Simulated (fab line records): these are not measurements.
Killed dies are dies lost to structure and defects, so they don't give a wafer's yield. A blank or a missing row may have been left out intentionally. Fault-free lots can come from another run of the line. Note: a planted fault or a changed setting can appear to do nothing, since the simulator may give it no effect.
fab line records ; flow n5_finfet
record lots=24; wafers=72; last_day=17
route steps=1938 shown BEOL_M5@1175 BEOL_M6@1229 BEOL_M7@1264
lots that met no fault: from a run of the same line without faults
start_h: start of the lot's first displayed wafer, in hours after the record's first day ; wait_h: hours from the lot's prior step to this one ; " identical to the entry in the row above ; L1.1+2: one row covering several wafers at once ; - no value, or no start was given ; * or withheld: withheld ; < > ~ a bound
route shown NAME@n: names a module that has steps shown in the file, with the first one's number in the route ; usual: mean and standard deviation over wafers with no fault ; same: alike in all rows ; chamber/n: place in a boat ; sites: each site's reading ; _std_site: the values' standard deviation ; _edge_site: mean of outer sites minus mean of inner sites ; radius_mm: how far each site lies from the wafer's centre ; mask NAME#n: copy n ; behind: tool/chamber where the wafer was last shaped ; hold: reason for holding the lot/hours on hold/outcome of the hold ; device: the n, p or np transistor that did not switch ; end of line: at the end of the route, the tests of the same wafers ; step lacking rows: just its recipe ; killed: count of dies lost to structure and defects at first sort (not the wafer's yield) ; map: a wafer's dies, marking killed ones x, the rest . and places with no die _
set.NAME: the setting that was run; set.NAME@STEP: the one run at that earlier step ; model.NAME: the simulator's own value behind a step, which no gauge read
a sample of lots followed through the steps of the route, with each step as a table and each wafer as a row
services: when a tool's chamber went out of use (start_h, in hours from the record's first day, below 0 if earlier), for how many hours, and the reason
## steps
# step N5_BEOL_M5_SPUTTER_48
# recipe material=Cu; target_thk_a=150; temp_c=-20; chamber_pressure_pa=0.07; power_w=withheld; time_s=27.62
# usual throttle_valve_pct=29.9/1.2
# same time_s=27.62
lot.wafer;tool;chamber;start_h;wait_h;throttle_valve_pct
L074.3;pvd_sputter-03;-;171.08;0.1;29.9
L074.5;pvd_sputter-03;-;171.08;0.1;30.0
L074.6;pvd_sputter-03;-;171.08;0.1;30.1
L075.3;pvd_sputter-02;-;171.97;0.3;27.0
L075.4;pvd_sputter-02;-;171.97;0.3;30.2
L075.6;pvd_sputter-02;-;171.97;0.3;30.2
L076.3;pvd_sputter-03;-;185.67;0.1;31.8
L076.4;pvd_sputter-03;-;185.67;0.1;30.4
L076.6;pvd_sputter-03;-;185.67;0.1;31.9
L077.2;pvd_sputter-01;-;188.91;0.1;28.8
L077.5;pvd_sputter-01;-;188.91;0.1;31.3
L077.6;pvd_sputter-01;-;188.91;0.1;29.1
L078.1;pvd_sputter-03;-;198.65;0.1;30.4
L078.3;pvd_sputter-03;-;198.65;0.1;30.3
L078.6;pvd_sputter-03;-;198.65;0.1;30.0
L080.1;pvd_sputter-01;-;203.14;0.3;29.0
L080.2;pvd_sputter-01;-;203.14;0.3;29.4
L080.4;pvd_sputter-01;-;203.14;0.3;31.3
L079.1;pvd_sputter-02;-;205.99;0.1;30.1
L079.3;pvd_sputter-02;-;205.99;0.1;26.7
L079.5;pvd_sputter-02;-;205.99;0.1;30.2
L081.2;pvd_sputter-03;-;213.37;0.2;30.2
L081.5;pvd_sputter-03;-;213.37;0.2;29.8
L081.6;pvd_sputter-03;-;213.37;0.2;30.6
L082.1;pvd_sputter-02;-;214.15;0.3;30.0
L082.2;pvd_sputter-02;-;214.15;0.3;26.7
L082.3;pvd_sputter-02;-;214.15;0.3;29.0
L083.3;pvd_sputter-03;-;228.71;0.2;32.1
L083.4;pvd_sputter-03;-;228.71;0.2;30.1
L083.5;pvd_sputter-03;-;228.71;0.2;29.8
L084.3;pvd_sputter-02;-;237.98;0.3;30.1
L084.4;pvd_sputter-02;-;237.98;0.3;26.8
L084.6;pvd_sputter-02;-;237.98;0.3;29.9
L086.2;pvd_sputter-01;-;240.15;0.1;29.5
L086.3;pvd_sputter-01;-;240.15;0.1;28.8
L086.5;pvd_sputter-01;-;240.15;0.1;29.6
L085.2;pvd_sputter-03;-;243.38;0.1;31.8
L085.4;pvd_sputter-03;-;243.38;0.1;30.0
L085.5;pvd_sputter-03;-;243.38;0.1;32.2
L087.3;pvd_sputter-01;-;253.56;0.1;31.2
L087.4;pvd_sputter-01;-;253.56;0.1;29.4
L087.5;pvd_sputter-01;-;253.56;0.1;28.8
L088.1;pvd_sputter-02;-;264.86;0.1;28.5
L088.3;pvd_sputter-02;-;264.86;0.1;29.4
L088.5;pvd_sputter-02;-;264.86;0.1;30.5
L089.1;pvd_sputter-01;-;264.99;0.1;29.0
L089.5;pvd_sputter-01;-;264.99;0.1;29.1
L089.6;pvd_sputter-01;-;264.99;0.1;31.2
L090.2;pvd_sputter-03;-;267.08;1.8;32.2
L090.5;pvd_sputter-03;-;267.08;1.8;32.3
L090.6;pvd_sputter-03;-;267.08;1.8;30.3
L091.1;pvd_sputter-02;-;280.10;0.2;28.9
L091.2;pvd_sputter-02;-;280.10;0.2;26.8
L091.6;pvd_sputter-02;-;280.10;0.2;30.1
L092.1;pvd_sputter-02;-;284.78;0.1;26.5
L092.3;pvd_sputter-02;-;284.78;0.1;29.9
L092.4;pvd_sputter-02;-;284.78;0.1;28.6
L093.2;pvd_sputter-03;-;289.39;0.2;30.0
L093.4;pvd_sputter-03;-;289.39;0.2;30.0
L093.5;pvd_sputter-03;-;289.39;0.2;30.0
L094.1;pvd_sputter-01;-;293.17;0.1;29.5
L094.2;pvd_sputter-01;-;293.17;0.1;29.0
L094.3;pvd_sputter-01;-;293.17;0.1;31.4
L095.2;pvd_sputter-02;-;295.48;0.1;28.6
L095.3;pvd_sputter-02;-;295.48;0.1;26.7
L095.5;pvd_sputter-02;-;295.48;0.1;29.9
L096.2;pvd_sputter-02;-;307.30;0.1;29.6
L096.4;pvd_sputter-02;-;307.30;0.1;30.2
L096.5;pvd_sputter-02;-;307.30;0.1;30.5
L097.1;pvd_sputter-03;-;310.33;1.7;30.4
L097.3;pvd_sputter-03;-;310.33;1.7;32.1
L097.5;pvd_sputter-03;-;310.33;1.7;30.1
# step N5_BEOL_M5_ANNEAL_51
# recipe temp_c=225; time_s=90; ambient=N2
# usual anneal_temp_c_max=225.85/0.24; wafer_temp_C_max=226.1/0.51
# same time_s=90
lot.wafer;tool;chamber;start_h;wait_h;anneal_temp_c_max;wafer_temp_C_max
L074.3;rtp_anneal-02;0;175.72;0.1;225.84;225.8
L074.5;rtp_anneal-02;0;175.72;0.1;226.22;225.5
L074.6;rtp_anneal-02;0;175.72;0.1;226.11;226.0
L075.3;rtp_anneal-02;0;176.88;0.3;225.77;225.8
L075.4;rtp_anneal-02;0;176.88;0.3;225.68;225.8
L075.6;rtp_anneal-02;0;176.88;0.3;225.99;226.2
L076.3;rtp_anneal-01;0;190.31;0.1;226.32;226.4
L076.4;rtp_anneal-01;0;190.31;0.1;225.93;226.6
L076.6;rtp_anneal-01;0;190.31;0.1;225.72;226.4
L077.2;rtp_anneal-02;0;193.51;0.1;225.34;225.9
L077.5;rtp_anneal-02;0;193.51;0.1;226.18;225.8
L077.6;rtp_anneal-02;0;193.51;0.1;225.52;225.9
L078.1;rtp_anneal-01;0;203.20;0.1;225.84;226.8
L078.3;rtp_anneal-01;0;203.20;0.1;225.66;227.0
L078.6;rtp_anneal-01;0;203.20;0.1;225.50;226.7
L080.1;rtp_anneal-02;0;207.69;0.1;225.77;225.3
L080.2;rtp_anneal-02;0;207.69;0.1;226.18;225.3
L080.4;rtp_anneal-02;0;207.69;0.1;225.75;225.6
L079.1;rtp_anneal-02;0;211.41;0.9;225.83;225.5
L079.3;rtp_anneal-02;0;211.41;0.9;225.73;225.6
L079.5;rtp_anneal-02;0;211.41;0.9;226.11;225.7
L081.2;rtp_anneal-02;0;218.02;0.2;226.10;225.7
L081.5;rtp_anneal-02;0;218.02;0.2;225.90;225.7
L081.6;rtp_anneal-02;0;218.02;0.2;225.94;225.8
L082.1;rtp_anneal-02;0;218.70;0.1;225.68;225.5
L082.2;rtp_anneal-02;0;218.70;0.1;225.51;225.6
L082.3;rtp_anneal-02;0;218.70;0.1;225.55;225.7
L083.3;rtp_anneal-01;0;233.39;0.2;226.13;226.6
L083.4;rtp_anneal-01;0;233.39;0.2;226.06;226.6
L083.5;rtp_anneal-01;0;233.39;0.2;226.37;227.4
L084.3;rtp_anneal-01;0;242.62;0.1;225.65;227.0
L084.4;rtp_anneal-01;0;242.62;0.1;225.72;226.4
L084.6;rtp_anneal-01;0;242.62;0.1;225.73;226.5
L086.2;rtp_anneal-01;0;244.81;0.2;225.58;227.1
L086.3;rtp_anneal-01;0;244.81;0.2;225.75;226.7
L086.5;rtp_anneal-01;0;244.81;0.2;226.00;225.8
L085.2;rtp_anneal-02;0;247.98;0.1;225.92;225.2
L085.4;rtp_anneal-02;0;247.98;0.1;225.99;225.7
L085.5;rtp_anneal-02;0;247.98;0.1;225.54;225.4
L087.3;rtp_anneal-01;0;258.27;0.2;226.10;226.1
L087.4;rtp_anneal-01;0;258.27;0.2;226.01;226.1
L087.5;rtp_anneal-01;0;258.27;0.2;226.13;226.5
L088.1;rtp_anneal-02;0;269.41;0.1;225.65;225.7
L088.3;rtp_anneal-02;0;269.41;0.1;225.73;225.9
L088.5;rtp_anneal-02;0;269.41;0.1;225.40;225.5
L089.1;rtp_anneal-01;0;269.61;0.1;226.08;226.4
L089.5;rtp_anneal-01;0;269.61;0.1;225.68;226.0
L089.6;rtp_anneal-01;0;269.61;0.1;225.95;226.3
L090.2;rtp_anneal-02;0;272.42;0.9;225.83;225.4
L090.5;rtp_anneal-02;0;272.42;0.9;225.95;225.9
L090.6;rtp_anneal-02;0;272.42;0.9;226.08;225.5
L091.1;rtp_anneal-02;0;284.65;0.1;225.58;225.5
L091.2;rtp_anneal-02;0;284.65;0.1;225.73;225.8
L091.6;rtp_anneal-02;0;284.65;0.1;225.87;225.9
L092.1;rtp_anneal-02;0;289.33;0.1;225.51;226.0
L092.3;rtp_anneal-02;0;289.33;0.1;225.95;225.8
L092.4;rtp_anneal-02;0;289.33;0.1;225.74;225.6
L093.2;rtp_anneal-01;0;293.98;0.1;225.91;227.2
L093.4;rtp_anneal-01;0;293.98;0.1;225.80;226.5
L093.5;rtp_anneal-01;0;293.98;0.1;226.17;226.9
L094.1;rtp_anneal-01;0;297.72;0.1;226.09;226.3
L094.2;rtp_anneal-01;0;297.72;0.1;226.01;226.4
L094.3;rtp_anneal-01;0;297.72;0.1;226.08;226.5
L095.2;rtp_anneal-02;0;300.08;0.1;225.90;226.2
L095.3;rtp_anneal-02;0;300.08;0.1;225.68;225.9
L095.5;rtp_anneal-02;0;300.08;0.1;225.56;226.1
L096.2;rtp_anneal-02;0;311.89;0.1;225.87;225.7
L096.4;rtp_anneal-02;0;311.89;0.1;226.40;226.2
L096.5;rtp_anneal-02;0;311.89;0.1;225.76;226.2
L097.1;rtp_anneal-01;0;314.90;0.1;225.78;226.6
L097.3;rtp_anneal-01;0;314.90;0.1;225.77;226.4
L097.5;rtp_anneal-01;0;314.90;0.1;225.89;226.2
# step N5_BEOL_M5_RS_MEAS_57
# recipe thk_meas_gauge=four-point-probe; reads=Co_of_BEOL_M5_CO_CAP_78+Cu_of_BEOL_M5_ECD_50+Co_of_BEOL_M5_CVD_47+TaN_of_BEOL_M5_ALD_86
# usual M5_RS=0.395/0.014
lot.wafer;tool;chamber;start_h;wait_h;M5_RS[ohm/sq]
L074.3;film_metro-02;-;176.48;0.1;0.403
L074.5;film_metro-02;-;176.48;0.1;0.405
L074.6;film_metro-02;-;176.48;0.1;0.389
L075.3;film_metro-01;-;177.74;0.1;0.397
L075.4;film_metro-01;-;177.74;0.1;0.406
L075.6;film_metro-01;-;177.74;0.1;0.416
L076.3;film_metro-02;-;191.07;0.1;0.383
L076.4;film_metro-02;-;191.07;0.1;0.384
L076.6;film_metro-02;-;191.07;0.1;0.368
L077.2;film_metro-01;-;194.37;0.1;0.368
L077.5;film_metro-01;-;194.37;0.1;0.389
L077.6;film_metro-01;-;194.37;0.1;0.405
L078.1;film_metro-01;-;204.06;0.0;0.420
L078.3;film_metro-01;-;204.06;0.0;0.425
L078.6;film_metro-01;-;204.06;0.0;0.403
L080.1;film_metro-01;-;208.54;0.0;0.407
L080.2;film_metro-01;-;208.54;0.0;0.401
L080.4;film_metro-01;-;208.54;0.0;0.394
L079.1;film_metro-02;-;212.32;0.0;0.393
L079.3;film_metro-02;-;212.32;0.0;0.406
L079.5;film_metro-02;-;212.32;0.0;0.405
L081.2;film_metro-01;-;218.83;0.1;0.394
L081.5;film_metro-01;-;218.83;0.1;0.385
L081.6;film_metro-01;-;218.83;0.1;0.394
L082.1;film_metro-02;-;219.80;0.0;0.400
L082.2;film_metro-02;-;219.80;0.0;0.367
L082.3;film_metro-02;-;219.80;0.0;0.408
L083.3;film_metro-02;-;234.20;0.1;0.385
L083.4;film_metro-02;-;234.20;0.1;0.392
L083.5;film_metro-02;-;234.20;0.1;0.400
L084.3;film_metro-02;-;243.40;0.1;0.408
L084.4;film_metro-02;-;243.40;0.1;0.400
L084.6;film_metro-02;-;243.40;0.1;0.412
L086.2;film_metro-01;-;245.65;0.1;0.392
L086.3;film_metro-01;-;245.65;0.1;0.428
L086.5;film_metro-01;-;245.65;0.1;0.426
L085.2;film_metro-01;-;248.79;0.1;0.376
L085.4;film_metro-01;-;248.79;0.1;0.399
L085.5;film_metro-01;-;248.79;0.1;0.406
L087.3;film_metro-01;-;259.03;0.1;0.377
L087.4;film_metro-01;-;259.03;0.1;0.395
L087.5;film_metro-01;-;259.03;0.1;0.411
L088.1;film_metro-02;-;270.26;0.0;0.389
L088.3;film_metro-02;-;270.26;0.0;0.394
L088.5;film_metro-02;-;270.26;0.0;0.396
L089.1;film_metro-01;-;270.49;0.0;0.401
L089.5;film_metro-01;-;270.49;0.0;0.372
L089.6;film_metro-01;-;270.49;0.0;0.380
L090.2;film_metro-01;-;273.23;0.1;0.398
L090.5;film_metro-01;-;273.23;0.1;0.388
L090.6;film_metro-01;-;273.23;0.1;0.401
L091.1;film_metro-01;-;285.50;0.0;0.407
L091.2;film_metro-01;-;285.50;0.0;0.392
L091.6;film_metro-01;-;285.50;0.0;0.411
L092.1;film_metro-01;-;290.20;0.0;0.368
L092.3;film_metro-01;-;290.20;0.0;0.382
L092.4;film_metro-01;-;290.20;0.0;0.387
L093.2;film_metro-02;-;294.79;0.1;0.356
L093.4;film_metro-02;-;294.79;0.1;0.399
L093.5;film_metro-02;-;294.79;0.1;0.398
L094.1;film_metro-02;-;298.57;0.0;0.401
L094.2;film_metro-02;-;298.57;0.0;0.381
L094.3;film_metro-02;-;298.57;0.0;0.409
L095.2;film_metro-02;-;300.91;0.1;0.378
L095.3;film_metro-02;-;300.91;0.1;0.364
L095.5;film_metro-02;-;300.91;0.1;0.394
L096.2;film_metro-01;-;312.85;0.1;0.393
L096.4;film_metro-01;-;312.85;0.1;0.401
L096.5;film_metro-01;-;312.85;0.1;0.406
L097.1;film_metro-01;-;315.75;0.0;0.402
L097.3;film_metro-01;-;315.75;0.0;0.380
L097.5;film_metro-01;-;315.75;0.0;0.382
# step N5_BEOL_M6_INSPECT_30
# recipe mode=adi; inspect_instrument=brightfield
# usual raw_defect_count=437/89
lot.wafer;tool;chamber;start_h;wait_h;raw_defect_count
L075.3;defect_inspect-01;-;181.36;0.0;475
L075.4;defect_inspect-01;-;181.36;0.0;354
L075.6;defect_inspect-01;-;181.36;0.0;422
L074.3;defect_inspect-02;-;181.40;0.0;448
L074.5;defect_inspect-02;-;181.40;0.0;340
L074.6;defect_inspect-02;-;181.40;0.0;488
L076.3;defect_inspect-01;-;194.63;0.0;425
L076.4;defect_inspect-01;-;194.63;0.0;523
L076.6;defect_inspect-01;-;194.63;0.0;345
L077.2;defect_inspect-02;-;197.73;0.0;521
L077.5;defect_inspect-02;-;197.73;0.0;596
L077.6;defect_inspect-02;-;197.73;0.0;494
L078.1;defect_inspect-02;-;207.44;0.1;341
L078.3;defect_inspect-02;-;207.44;0.1;435
L078.6;defect_inspect-02;-;207.44;0.1;390
L080.1;defect_inspect-01;-;212.44;0.1;358
L080.2;defect_inspect-01;-;212.44;0.1;458
L080.4;defect_inspect-01;-;212.44;0.1;465
L079.1;defect_inspect-02;-;217.12;0.1;474
L079.3;defect_inspect-02;-;217.12;0.1;484
L079.5;defect_inspect-02;-;217.12;0.1;494
L081.2;defect_inspect-01;-;222.21;0.0;346
L081.5;defect_inspect-01;-;222.21;0.0;316
L081.6;defect_inspect-01;-;222.21;0.0;402
L082.1;defect_inspect-01;-;222.66;0.1;477
L082.2;defect_inspect-01;-;222.66;0.1;356
L082.3;defect_inspect-01;-;222.66;0.1;499
L083.3;defect_inspect-01;-;239.38;0.0;552
L083.4;defect_inspect-01;-;239.38;0.0;538
L083.5;defect_inspect-01;-;239.38;0.0;708
L086.2;defect_inspect-02;-;248.67;0.0;368
L086.3;defect_inspect-02;-;248.67;0.0;467
L086.5;defect_inspect-02;-;248.67;0.0;507
L084.3;defect_inspect-01;-;248.84;0.0;537
L084.4;defect_inspect-01;-;248.84;0.0;385
L084.6;defect_inspect-01;-;248.84;0.0;577
L085.2;defect_inspect-02;-;252.59;0.0;382
L085.4;defect_inspect-02;-;252.59;0.0;342
L085.5;defect_inspect-02;-;252.59;0.0;327
L087.3;defect_inspect-02;-;262.62;0.0;351
L087.4;defect_inspect-02;-;262.62;0.0;341
L087.5;defect_inspect-02;-;262.62;0.0;344
L088.1;defect_inspect-02;-;275.67;0.1;360
L088.3;defect_inspect-02;-;275.67;0.1;673
L088.5;defect_inspect-02;-;275.67;0.1;349
L089.1;defect_inspect-02;-;275.71;0.1;369
L089.5;defect_inspect-02;-;275.71;0.1;387
L089.6;defect_inspect-02;-;275.71;0.1;501
L090.2;defect_inspect-01;-;275.80;0.0;403
L090.5;defect_inspect-01;-;275.80;0.0;301
L090.6;defect_inspect-01;-;275.80;0.0;446
L091.1;defect_inspect-01;-;289.83;0.1;438
L091.2;defect_inspect-01;-;289.83;0.1;437
L091.6;defect_inspect-01;-;289.83;0.1;497
L092.1;defect_inspect-02;-;293.82;0.1;362
L092.3;defect_inspect-02;-;293.82;0.1;490
L092.4;defect_inspect-02;-;293.82;0.1;321
L093.2;defect_inspect-02;-;299.00;0.0;483
L093.4;defect_inspect-02;-;299.00;0.0;447
L093.5;defect_inspect-02;-;299.00;0.0;474
L094.1;defect_inspect-02;-;303.22;0.1;447
L094.2;defect_inspect-02;-;303.22;0.1;421
L094.3;defect_inspect-02;-;303.22;0.1;520
L095.2;defect_inspect-01;-;305.98;0.0;432
L095.3;defect_inspect-01;-;305.98;0.0;369
L095.5;defect_inspect-01;-;305.98;0.0;418
L096.2;defect_inspect-02;-;316.35;0.0;590
L096.4;defect_inspect-02;-;316.35;0.0;581
L096.5;defect_inspect-02;-;316.35;0.0;484
L097.1;defect_inspect-02;-;320.46;0.1;444
L097.3;defect_inspect-02;-;320.46;0.1;405
L097.5;defect_inspect-02;-;320.46;0.1;424
# step N5_BEOL_M6_OCD_MEAS_38
# usual trench_depth_nm=93.9/1.4
lot.wafer;tool;chamber;start_h;wait_h;trench_depth_nm
L075.3;ocd-02;-;181.90;-;94.7
L075.4;ocd-02;-;181.90;-;92.3
L075.6;ocd-02;-;181.90;-;94.3
L074.3;ocd-01;-;182.29;-;94.7
L074.5;ocd-01;-;182.29;-;95.6
L074.6;ocd-01;-;182.29;-;93.4
L076.3;ocd-01;-;195.22;-;94.2
L076.4;ocd-01;-;195.22;-;93.9
L076.6;ocd-01;-;195.22;-;92.1
L077.2;ocd-01;-;198.43;-;93.4
L077.5;ocd-01;-;198.43;-;94.5
L077.6;ocd-01;-;198.43;-;94.0
L078.1;ocd-02;-;207.90;-;93.2
L078.3;ocd-02;-;207.90;-;93.5
L078.6;ocd-02;-;207.90;-;92.5
L080.1;ocd-02;-;212.90;-;93.8
L080.2;ocd-02;-;212.90;-;92.9
L080.4;ocd-02;-;212.90;-;94.6
L079.1;ocd-01;-;217.58;-;95.0
L079.3;ocd-01;-;217.58;-;92.5
L079.5;ocd-01;-;217.58;-;94.9
L081.2;ocd-02;-;222.67;-;94.2
L081.5;ocd-02;-;222.67;-;93.3
L081.6;ocd-02;-;222.67;-;92.3
L082.1;ocd-02;-;223.12;-;97.7
L082.2;ocd-02;-;223.12;-;93.1
L082.3;ocd-02;-;223.12;-;92.9
L083.3;ocd-02;-;240.14;-;94.8
L083.4;ocd-02;-;240.14;-;97.2
L083.5;ocd-02;-;240.14;-;96.8
L086.2;ocd-02;-;249.47;-;93.6
L086.3;ocd-02;-;249.47;-;92.2
L086.5;ocd-02;-;249.47;-;93.9
L084.3;ocd-01;-;249.58;-;93.6
L084.4;ocd-01;-;249.58;-;92.8
L084.6;ocd-01;-;249.58;-;95.1
L085.2;ocd-01;-;253.11;-;93.3
L085.4;ocd-01;-;253.11;-;95.5
L085.5;ocd-01;-;253.11;-;95.2
L087.3;ocd-01;-;263.09;-;93.0
L087.4;ocd-01;-;263.09;-;93.9
L087.5;ocd-01;-;263.09;-;97.8
L088.1;ocd-02;-;276.13;-;94.7
L088.3;ocd-02;-;276.13;-;94.9
L088.5;ocd-02;-;276.13;-;93.6
L089.1;ocd-02;-;276.29;-;95.4
L089.5;ocd-02;-;276.29;-;94.5
L089.6;ocd-02;-;276.29;-;95.9
L090.2;ocd-01;-;276.56;-;95.9
L090.5;ocd-01;-;276.56;-;92.9
L090.6;ocd-01;-;276.56;-;92.7
L091.1;ocd-02;-;290.32;-;95.7
L091.2;ocd-02;-;290.32;-;93.3
L091.6;ocd-02;-;290.32;-;94.2
L092.1;ocd-01;-;294.30;-;94.9
L092.3;ocd-01;-;294.30;-;93.5
L092.4;ocd-01;-;294.30;-;93.7
L093.2;ocd-01;-;299.46;-;92.5
L093.4;ocd-01;-;299.46;-;92.0
L093.5;ocd-01;-;299.46;-;92.3
L094.1;ocd-01;-;303.68;-;91.7
L094.2;ocd-01;-;303.68;-;93.5
L094.3;ocd-01;-;303.68;-;96.2
L095.2;ocd-01;-;306.45;-;93.2
L095.3;ocd-01;-;306.45;-;94.7
L095.5;ocd-01;-;306.45;-;93.1
L096.2;ocd-01;-;316.82;-;93.5
L096.4;ocd-01;-;316.82;-;91.2
L096.5;ocd-01;-;316.82;-;94.4
L097.1;ocd-02;-;321.10;-;96.0
L097.3;ocd-02;-;321.10;-;93.9
L097.5;ocd-02;-;321.10;-;96.4
# step N5_BEOL_M7_CURE_74
# recipe temp_c=385; time_s=240; ambient=He/Ar; material=SiCOH_lowk
# usual lamp_power_pct=52.32/0.055; wafer_temp_C_max=386.6/0.62
# same time_s=240
lot.wafer;tool;chamber;start_h;wait_h;lamp_power_pct;wafer_temp_C_max
L075.3;uv_cure-02;1;184.86;0.3;52.41;385.5
L075.4;uv_cure-02;1;184.86;0.3;52.36;386.2
L075.6;uv_cure-02;1;184.86;0.3;52.26;386.5
L074.3;uv_cure-02;1;185.66;0.2;52.31;386.0
L074.5;uv_cure-02;1;185.66;0.2;52.35;386.2
L074.6;uv_cure-02;1;185.66;0.2;52.20;386.2
L076.3;uv_cure-03;0;198.40;0.2;52.33;386.4
L076.4;uv_cure-03;0;198.40;0.2;52.24;387.2
L076.6;uv_cure-03;0;198.40;0.2;52.33;386.4
L077.2;uv_cure-01;0;203.21;0.1;52.26;387.3
L077.5;uv_cure-01;0;203.21;0.1;52.40;387.3
L077.6;uv_cure-01;0;203.21;0.1;52.36;386.9
L078.1;uv_cure-02;1;210.88;0.1;52.39;386.2
L078.3;uv_cure-02;1;210.88;0.1;52.31;386.1
L078.6;uv_cure-02;1;210.88;0.1;52.29;386.4
L080.1;uv_cure-03;1;218.71;0.1;52.37;386.1
L080.2;uv_cure-03;1;218.71;0.1;52.34;386.6
L080.4;uv_cure-03;1;218.71;0.1;52.40;385.9
L079.1;uv_cure-01;1;221.47;0.0;52.35;387.0
L079.3;uv_cure-01;1;221.47;0.0;52.31;387.4
L079.5;uv_cure-01;1;221.47;0.0;52.36;387.9
L081.2;uv_cure-03;1;225.69;0.1;52.16;385.9
L081.5;uv_cure-03;1;225.69;0.1;52.36;386.3
L081.6;uv_cure-03;1;225.69;0.1;52.31;386.0
L082.1;uv_cure-02;0;227.02;0.0;52.34;386.5
L082.2;uv_cure-02;0;227.02;0.0;52.35;386.4
L082.3;uv_cure-02;0;227.02;0.0;52.27;386.8
L083.3;uv_cure-03;2;244.11;0.2;52.33;387.8
L083.4;uv_cure-03;2;244.11;0.2;52.30;388.0
L083.5;uv_cure-03;2;244.11;0.2;52.26;387.2
L086.2;uv_cure-01;0;252.05;0.1;52.32;387.1
L086.3;uv_cure-01;0;252.05;0.1;52.35;386.7
L086.5;uv_cure-01;0;252.05;0.1;52.44;387.4
L084.3;uv_cure-01;2;252.61;0.4;52.27;385.6
L084.4;uv_cure-01;2;252.61;0.4;52.29;386.0
L084.6;uv_cure-01;2;252.61;0.4;52.24;386.8
L085.2;uv_cure-02;0;255.80;0.1;52.26;386.1
L085.4;uv_cure-02;0;255.80;0.1;52.21;386.1
L085.5;uv_cure-02;0;255.80;0.1;52.39;386.3
L087.3;uv_cure-03;1;265.59;0.2;52.21;385.9
L087.4;uv_cure-03;1;265.59;0.2;52.36;386.0
L087.5;uv_cure-03;1;265.59;0.2;52.33;386.3
L088.1;uv_cure-03;0;279.83;0.5;52.23;387.1
L088.3;uv_cure-03;0;279.83;0.5;52.31;386.8
L088.5;uv_cure-03;0;279.83;0.5;52.25;386.9
L089.1;uv_cure-01;0;280.24;0.9;52.32;387.3
L089.5;uv_cure-01;0;280.24;0.9;52.19;386.9
L089.6;uv_cure-01;0;280.24;0.9;52.32;386.9
L090.2;uv_cure-03;2;280.39;0.1;52.39;387.6
L090.5;uv_cure-03;2;280.39;0.1;52.23;387.2
L090.6;uv_cure-03;2;280.39;0.1;52.26;387.2
L091.1;uv_cure-03;2;293.71;0.0;52.34;387.2
L091.2;uv_cure-03;2;293.71;0.0;52.28;387.5
L091.6;uv_cure-03;2;293.71;0.0;52.25;387.2
L092.1;uv_cure-02;0;297.10;0.0;52.31;386.3
L092.3;uv_cure-02;0;297.10;0.0;52.26;386.7
L092.4;uv_cure-02;0;297.10;0.0;52.29;386.2
L093.2;uv_cure-03;0;302.03;0.1;52.30;387.8
L093.4;uv_cure-03;0;302.03;0.1;52.22;387.6
L093.5;uv_cure-03;0;302.03;0.1;52.23;387.0
L094.1;uv_cure-01;1;306.38;0.1;52.28;387.3
L094.2;uv_cure-01;1;306.38;0.1;52.21;388.4
L094.3;uv_cure-01;1;306.38;0.1;52.37;387.3
L095.2;uv_cure-02;2;309.14;0.2;52.26;386.2
L095.3;uv_cure-02;2;309.14;0.2;52.34;386.1
L095.5;uv_cure-02;2;309.14;0.2;52.34;386.4
L096.2;uv_cure-03;1;319.25;0.1;52.35;386.4
L096.4;uv_cure-03;1;319.25;0.1;52.29;386.3
L096.5;uv_cure-03;1;319.25;0.1;52.40;386.5
L097.1;uv_cure-03;1;324.69;0.3;52.27;385.9
L097.3;uv_cure-03;1;324.69;0.3;52.34;386.5
L097.5;uv_cure-03;1;324.69;0.3;52.29;386.2
## services
tool;chamber;start_h;hours;kind
uv_cure-01;-;186.60;0.4;repair
uv_cure-03;-;197.14;0.9;repair
uv_cure-01;-;209.12;2.1;pm
uv_cure-01;-;228.81;7.5;pm
uv_cure-03;-;247.21;7.5;pm
uv_cure-03;-;269.23;9.7;repair
uv_cure-02;-;278.54;2.1;pm
uv_cure-03;-;286.11;7.5;pm
uv_cure-01;-;319.24;6.4;repair
## key
fault none
